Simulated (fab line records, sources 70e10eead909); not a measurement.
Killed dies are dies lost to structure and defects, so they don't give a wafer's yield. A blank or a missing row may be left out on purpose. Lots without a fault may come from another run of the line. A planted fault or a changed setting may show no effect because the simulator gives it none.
Chamber matching | flow nand_harc | NHARC_A_STAIRCASE_DEP_259 on pecvd-02: 3 sister chambers
The step deposits SiON, target thk 30 nm. 20 wafers are shown with their chamber, then 10 later ones without.

WAFERS WITH THEIR CHAMBER
wafer  | chamber | heater_power_w (W)
L075.2 | 0       | 748
L075.4 | 0       | 734
L075.5 | 2       | 637
L076.1 | 2       | 702
L076.3 | 1       | 695
L076.6 | 1       | 689
L081.2 | 1       | 815
L081.4 | 2       | 713
L081.5 | 1       | 806
L082.1 | 1       | 679
L082.3 | 2       | 691
L082.4 | 1       | 668
L087.2 | 1       | 802
L087.3 | 2       | 723
L087.4 | 0       | 703
L089.2 | 1       | 807
L089.4 | 0       | 737
L089.6 | 2       | 622
L090.1 | 2       | 701
L090.2 | 0       | 711

SIGNATURES (means of the wafers above)
reading        | chamber 0 | chamber 1 | chamber 2 | scatter within a chamber
heater_power_w | 726.60    | 745.12    | 684.14    | 49.8
Rule: a wafer's distance from a chamber is the root of the sum, over the readings, of the square of ((its reading less the chamber's mean) divided by the reading's scatter). The wafer belongs to the nearest chamber; if the next one is less than 2 further off, it can't be placed. The scatter: the root of (the sum of the squares of (reading less its chamber's mean) over the shown wafers, divided by (wafers less chambers)).

WAFERS WITHOUT THEIR CHAMBER
wafer  | heater_power_w (W)
L090.4 | 714
L094.1 | 790
L094.3 | 702
L094.5 | 683
L093.2 | 844
L093.3 | 701
L093.5 | 695
L096.1 | 665
L096.5 | 668
L096.6 | 726

WHICH CHAMBER EACH WENT THROUGH
wafer  | from the rows above          | in truth
L090.4 | can't be placed: 0 or 2 or 1 | 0
L094.1 | can't be placed: 1 or 0 or 2 | 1
L094.3 | can't be placed: 2 or 0 or 1 | 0
L094.5 | can't be placed: 2 or 0 or 1 | 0
L093.2 | can't be placed: 1 or 0 or 2 | 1
L093.3 | can't be placed: 2 or 0 or 1 | 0
L093.5 | can't be placed: 2 or 0 or 1 | 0
L096.1 | can't be placed: 2 or 0 or 1 | 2
L096.5 | can't be placed: 2 or 0 or 1 | 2
L096.6 | can't be placed: 0 or 1 or 2 | 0
Placed correctly: 0 of 10. Can't be placed from these rows: 10 (the true chamber is among the candidates in 10). Placed wrongly: 0.
